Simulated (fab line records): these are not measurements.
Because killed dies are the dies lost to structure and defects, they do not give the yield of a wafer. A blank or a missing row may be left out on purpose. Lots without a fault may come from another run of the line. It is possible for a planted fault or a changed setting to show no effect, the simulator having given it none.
Chamber matching | flow n5-finfet | 4 sister chambers for N5_MOL_CONTACT_COAG_VIA_ETCH_117 on rie-diel-04
The step etches SiO2 in C4F6/O2, target depth 40 nm, overetch 8 nm, time 26 s. 4 wafers are shown with their chamber, then 12 later ones without.

EACH WAFER AND ITS CHAMBER
wafer  | chamber | throttle-valve-pct (%)
L086.5 | 0       | 40.88
L089.1 | 1       | 40.66
L089.2 | 2       | 41.30
L089.5 | 3       | 40.69

WAFERS MISSING THEIR CHAMBER
wafer  | throttle-valve-pct (%)
L091.3 | 40.66
L091.4 | 40.69
L091.5 | 40.91
L092.1 | 40.91
L092.3 | 40.64
L092.5 | 41.28
L095.2 | 41.31
L095.5 | 41.31
L095.6 | 40.67
L097.2 | 40.68
L097.4 | 40.92
L097.6 | 40.89

WHICH CHAMBER EACH WENT THROUGH
wafer  | from the rows above     | in truth
L091.3 | can't be placed: 1 or 3 | 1
L091.4 | can't be placed: 3 or 1 | 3
L091.5 | 0                       | 0
L092.1 | 0                       | 0
L092.3 | can't be placed: 1 or 3 | 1
L092.5 | 2                       | 2
L095.2 | 2                       | 2
L095.5 | 2                       | 2
L095.6 | can't be placed: 1 or 3 | 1
L097.2 | can't be placed: 3 or 1 | 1
L097.4 | 0                       | 0
L097.6 | 0                       | 0
7 of 12 placed correctly. From these rows, 5 cannot be placed; in 5 the true chamber is one of the candidates. 0 placed wrongly.
How it was worked out, from the rows above alone: a wafer's distance from a chamber is the root of the sum, over the readings, of the square of ((its reading less the chamber's mean) divided by the reading's scatter). The wafer belongs to the nearest chamber; if the next one is less than 2 further off, it can't be placed. Each chamber's mean is taken over the wafers shown for it. The scatter: root of mean squared gap, hidden wafer to nearest shown wafer, with one shown wafer a chamber.
